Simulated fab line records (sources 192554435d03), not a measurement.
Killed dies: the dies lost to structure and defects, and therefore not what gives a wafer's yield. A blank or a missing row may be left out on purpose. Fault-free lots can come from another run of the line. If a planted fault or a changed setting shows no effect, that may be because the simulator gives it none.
What tool caused it? -- flow n5_finfet -- 66 wafers from 22 lots sampled at 5 of the route's 1938 steps

== WHAT EACH GAUGE READ, for each wafer ==
N5_BEOL_M5_OVL_MEAS_29.
lot,measured,on,V4_OVL (nm)
L074,day 8 18:02,overlay-02,0.1 -0.7 -0.7
L075,day 8 10:59,overlay-01,0.4 -0.6 -0.2
L076,day 9 08:47,overlay-02,-0.2 -0.7 0.5
L077,day 9 11:07,overlay-01,0.2 0.2 0.3
L078,day 9 18:58,overlay-01,0.5 -0.3 -1.0
L080,day 9 21:08,overlay-01,-0.6 -0.5 -0.5
L079,day 9 23:49,overlay-01,-0.1 0.2 -0.1
L081,day 10 13:08,overlay-02,1.2 1.1 0.4
L082,day 10 16:19,overlay-02,0.4 -0.5 0.7
L083,day 11 13:45,overlay-01,0.0 0.0 0.0
L084,day 11 16:36,overlay-02,0.2 0.2 -0.6
L086,day 11 16:38,overlay-01,-1.4 -0.2 -0.8
L085,day 11 21:50,overlay-01,0.4 0.0 1.2
L087,day 12 11:35,overlay-01,0.0 0.1 0.9
L088,day 12 09:20,overlay-02,-0.6 -0.1 -0.2
L089,day 12 21:49,overlay-02,-0.9 0.2 -0.1
L092,day 13 15:41,overlay-02,-0.5 -0.6 -0.2
L094,day 13 18:54,overlay-02,0.1 0.8 0.8
L095,day 13 22:08,overlay-01,0.2 -0.1 -0.7
L093,day 14 11:05,overlay-01,-1.5 0.0 -0.3
L096,day 14 14:23,overlay-01,-0.2 -0.5 -0.1
L097,day 14 18:38,overlay-02,0.4 -0.3 0.0

== TOOL THAT RAN EACH LOT (tool first, then ch and the chambers of the sampled wafers, then the start) ==
lot,N5_BEOL_M4_ALD_84,N5_BEOL_M4_SURFACE_TREAT_85,N5_BEOL_M5_ETCH_72,N5_BEOL_M5_HM_OPEN_17
L074,"ald_metal-03 ch 0,1, day 8 01:23","pvd_sputter-01, day 8 01:40","rie_diel-02 ch 0,1,3, day 8 12:41","rie_metal-01 ch 0,1, day 8 12:56"
L075,"ald_metal-03 ch 1,2,3, day 8 01:35","pvd_sputter-01, day 8 01:49","rie_diel-06 ch 0,1,2, day 8 09:56","rie_metal-03 ch 1, day 8 10:10"
L076,"ald_metal-01 ch 0,3, day 9 00:25","pvd_sputter-01, day 9 00:42","rie_diel-02 ch 0,1,2, day 9 07:13","rie_metal-01 ch 0,1, day 9 07:26"
L077,"ald_metal-02 ch 1,2,3, day 9 03:28","pvd_sputter-03, day 9 03:41","rie_diel-02 ch 0,2,3, day 9 10:20","rie_metal-03 ch 0,1, day 9 10:32"
L078,"ald_metal-01 ch 1,2,3, day 9 11:34","pvd_sputter-02, day 9 11:50","rie_diel-03 ch 0,1,3, day 9 17:40","rie_metal-02 ch 0,1, day 9 17:53"
L080,"ald_metal-02 ch 0,3, day 9 11:39","pvd_sputter-02, day 9 11:59","rie_diel-03 ch 0,1,3, day 9 20:10","rie_metal-03 ch 0,1, day 9 20:22"
L079,"ald_metal-02 ch 0,2,3, day 9 16:40","pvd_sputter-03, day 9 16:56","rie_diel-06 ch 0,3, day 9 23:03","rie_metal-03 ch 0,1, day 9 23:16"
L081,"ald_metal-02 ch 0,2,3, day 10 04:37","pvd_sputter-03, day 10 04:57","rie_diel-02 ch 2,3, day 10 11:38","rie_metal-03 ch 0,1, day 10 11:53"
L082,"ald_metal-01 ch 1,2,3, day 10 08:31","pvd_sputter-01, day 10 08:46","rie_diel-06 ch 2,3, day 10 15:04","rie_metal-03 ch 0,1, day 10 15:17"
L083,"ald_metal-02 ch 0,3, day 11 05:47","pvd_sputter-02, day 11 06:05","rie_diel-06 ch 1,2, day 11 12:57","rie_metal-02 ch 0,1, day 11 13:13"
L084,"ald_metal-03 ch 1,2, day 11 08:47","pvd_sputter-03, day 11 09:02","rie_diel-06 ch 0,1,2, day 11 15:03","rie_metal-03 ch 0,1, day 11 15:17"
L086,"ald_metal-01 ch 0,1, day 11 08:52","pvd_sputter-02, day 11 09:09","rie_diel-02 ch 1,2,3, day 11 15:17","rie_metal-03 ch 0,1, day 11 15:30"
L085,"ald_metal-01 ch 1,2, day 11 12:09","pvd_sputter-01, day 11 12:33","rie_diel-06 ch 0,1,2, day 11 18:28","rie_metal-02 ch 0,1, day 11 18:43"
L087,"ald_metal-01 ch 0,1,3, day 12 00:13","pvd_sputter-01, day 12 00:32","rie_diel-02 ch 0,2, day 12 10:24","rie_metal-02 ch 0,1, day 12 10:37"
L088,"ald_metal-02 ch 0,1, day 12 00:14","pvd_sputter-01, day 12 00:35","rie_diel-03 ch 1,3, day 12 06:17","rie_metal-02 ch 1, day 12 06:30"
L089,"ald_metal-02 ch 0,1,3, day 12 11:39","pvd_sputter-03, day 12 12:05","rie_diel-06 ch 0,1,2, day 12 21:05","rie_metal-03 ch 0,1, day 12 21:17"
L092,"ald_metal-02 ch 0,3, day 13 05:13","pvd_sputter-01, day 13 06:45","rie_diel-02 ch 0,1, day 13 13:50","rie_metal-01 ch 0,1, day 13 14:05"
L094,"ald_metal-03 ch 0,1,3, day 13 11:02","pvd_sputter-02, day 13 11:16","rie_diel-06 ch 0,2,3, day 13 17:26","rie_metal-03 ch 0,1, day 13 17:39"
L095,"ald_metal-03 ch 0,2,3, day 13 14:21","pvd_sputter-03, day 13 14:35","rie_diel-03 ch 0,1, day 13 21:07","rie_metal-02 ch 0,1, day 13 21:22"
L093,"ald_metal-02 ch 0,1, day 14 03:48","pvd_sputter-03, day 14 04:03","rie_diel-06 ch 2,3, day 14 10:12","rie_metal-01 ch 0,1, day 14 10:25"
L096,"ald_metal-03 ch 2,3, day 14 06:16","pvd_sputter-03, day 14 06:32","rie_diel-06 ch 1,2, day 14 12:40","rie_metal-02 ch 0,1, day 14 12:53"
L097,"ald_metal-03 ch 1,2,3, day 14 06:33","pvd_sputter-02, day 14 06:48","rie_diel-03 ch 0,2,3, day 14 14:58","rie_metal-03 ch 0,1, day 14 15:10"
- N5_BEOL_M4_ALD_84: deposits TaN, pulse time 2 s, purge time 3 s, co reactant purge time 2 s.
- N5_BEOL_M4_SURFACE_TREAT_85
- N5_BEOL_M5_ETCH_72: etches underlayer in N2/H2, target depth 6.5 nm, time 5.2 s.
- N5_BEOL_M5_HM_OPEN_17: chemistry Cl2/BCl3, target TiN, target depth 20 nm, overetch 6 nm.

== AS READ BY THE TOOLS THEMSELVES (means over the sampled wafers that have a number; for cases with no such wafer, the mark the record gives instead) ==
N5_BEOL_M4_ALD_84.
lot,tool,chamber_pressure_Torr (Torr),heater_power_w (W)
L074,ald_metal-03,2.994,441
L075,ald_metal-03,2.999,395
L076,ald_metal-01,2.997,402
L077,ald_metal-02,3.000,428
L078,ald_metal-01,3.003,429
L080,ald_metal-02,2.998,479
L079,ald_metal-02,3.005,438
L081,ald_metal-02,3.000,441
L082,ald_metal-01,2.997,429
L083,ald_metal-02,3.000,482
L084,ald_metal-03,3.002,393
L086,ald_metal-01,3.004,470
L085,ald_metal-01,3.001,464
L087,ald_metal-01,2.999,434
L088,ald_metal-02,3.001,382
L089,ald_metal-02,2.992,439
L092,ald_metal-02,2.996,483
L094,ald_metal-03,2.999,420
L095,ald_metal-03,2.993,418
L093,ald_metal-02,2.998,380
L096,ald_metal-03,2.997,400
L097,ald_metal-03,3.004,400

N5_BEOL_M4_SURFACE_TREAT_85.
lot,tool,ar_flow_sccm (sccm)
L074,pvd_sputter-01,30.11
L075,pvd_sputter-01,29.97
L076,pvd_sputter-01,30.02
L077,pvd_sputter-03,29.96
L078,pvd_sputter-02,30.06
L080,pvd_sputter-02,30.07
L079,pvd_sputter-03,30.01
L081,pvd_sputter-03,29.97
L082,pvd_sputter-01,30.03
L083,pvd_sputter-02,29.96
L084,pvd_sputter-03,30.05
L086,pvd_sputter-02,30.04
L085,pvd_sputter-01,30.02
L087,pvd_sputter-01,29.99
L088,pvd_sputter-01,30.01
L089,pvd_sputter-03,29.92
L092,pvd_sputter-01,30.06
L094,pvd_sputter-02,30.07
L095,pvd_sputter-03,29.97
L093,pvd_sputter-03,29.96
L096,pvd_sputter-03,29.96
L097,pvd_sputter-02,30.11

N5_BEOL_M5_ETCH_72.
lot,tool,bias_w (W),drypump_motor_current_A (A),etch_rf_on_time_s (s),oes_product_au (a.u.),rf_vpp_V (V),showerhead_plenum_p_Torr (Torr),throttle_valve_pct (%)
L074,rie_diel-02,149.8,6.1,5.06,0.63,521.7,2.53,17.84
L075,rie_diel-06,150.2,5.8,5.20,0.66,525.9,2.62,17.89
L076,rie_diel-02,150.2,5.9,5.16,0.63,523.9,2.54,17.91
L077,rie_diel-02,150.0,5.8,5.24,0.61,524.2,2.56,18.00
L078,rie_diel-03,149.6,5.5,5.38,0.62,521.5,2.56,17.96
L080,rie_diel-03,150.2,5.4,5.36,0.61,525.1,2.56,17.97
L079,rie_diel-06,149.5,5.6,5.10,0.65,525.1,2.61,18.01
L081,rie_diel-02,149.9,5.4,5.09,0.61,525.4,2.61,17.93
L082,rie_diel-06,149.8,5.8,5.04,0.62,527.1,2.63,18.12
L083,rie_diel-06,149.8,6.0,5.18,0.64,527.1,2.63,18.04
L084,rie_diel-06,149.8,5.8,5.23,0.64,526.2,2.61,17.96
L086,rie_diel-02,149.9,5.6,5.15,0.62,523.8,2.59,17.85
L085,rie_diel-06,150.3,5.7,5.26,0.64,525.0,2.61,17.94
L087,rie_diel-02,150.3,5.6,5.30,0.60,524.6,2.56,18.11
L088,rie_diel-03,149.9,5.5,5.23,0.74,523.2,2.49,17.68
L089,rie_diel-06,149.8,5.8,5.31,0.63,525.9,2.60,17.96
L092,rie_diel-02,150.3,6.2,5.06,0.70,525.4,2.61,17.66
L094,rie_diel-06,150.2,5.7,5.15,0.70,525.2,2.61,17.83
L095,rie_diel-03,149.8,5.4,5.31,0.68,525.7,2.59,17.82
L093,rie_diel-06,150.1,5.8,5.05,0.73,525.2,2.62,17.82
L096,rie_diel-06,149.5,5.9,5.19,0.77,525.8,2.61,17.70
L097,rie_diel-03,149.7,5.6,5.22,0.66,524.9,2.54,17.91

N5_BEOL_M5_HM_OPEN_17.
lot,tool,bias_w (W),drypump_motor_current_A (A),mfc_ar_sccm (sccm),oes_product_au (a.u.),throttle_valve_pct (%)
L074,rie_metal-01,125.8,5.96,25.05,0.56,22.12
L075,rie_metal-03,126.1,5.74,25.15,0.74,21.84
L076,rie_metal-01,126.3,5.95,25.00,0.55,22.12
L077,rie_metal-03,125.7,5.93,24.94,0.80,21.96
L078,rie_metal-02,125.9,6.00,24.95,0.66,22.05
L080,rie_metal-03,125.6,5.91,24.93,0.79,21.97
L079,rie_metal-03,125.7,5.84,24.98,0.75,21.90
L081,rie_metal-03,126.2,5.92,24.98,0.77,21.98
L082,rie_metal-03,126.5,5.93,25.06,0.78,21.96
L083,rie_metal-02,126.1,6.00,24.92,0.64,22.05
L084,rie_metal-03,126.4,5.84,25.00,0.73,21.90
L086,rie_metal-03,126.0,5.91,25.06,0.76,21.97
L085,rie_metal-02,126.3,5.84,25.07,0.65,22.15
L087,rie_metal-02,126.3,5.85,24.98,0.66,22.13
L088,rie_metal-02,125.7,6.14,25.02,0.63,21.96
L089,rie_metal-03,126.0,5.91,25.04,0.74,21.98
L092,rie_metal-01,126.1,6.08,25.04,0.64,22.00
L094,rie_metal-03,125.8,5.92,25.03,0.73,21.99
L095,rie_metal-02,126.3,5.99,25.00,0.65,22.04
L093,rie_metal-01,126.4,6.06,24.95,0.63,22.00
L096,rie_metal-02,126.2,5.99,24.96,0.63,22.06
L097,rie_metal-03,126.3,5.94,25.04,0.73,21.99

== THE ANSWER, worked out from the rows above alone ==
Rule: what is usual is taken from the lots themselves. The widest of any qualifying gaps counts: lots, ordered by their means at a reading, are off when they make up no more than a third of the lots, leave a main group of 4 or more, and stand apart from it by 3 or more times the standard deviation of that group's means. A main group whose means are all the same, to the digits that the tables above print for the reading, isn't used. A lot without any number at a reading at which 4 lots or more have one is off too. Any other lot the step has rows for is counted as sound. After the gauges, taken in route order, come the tools' own readings; for these a lot's mean is taken, as printed above. The first step at which some lot is off is used, and at that step the reading that is off furthest; a lot without a number counts as furthest.
No lot is off on any of the readings shown, so nothing can be concluded from this.

== WHAT HAD BEEN PUT IN BY THE SIMULATOR ==
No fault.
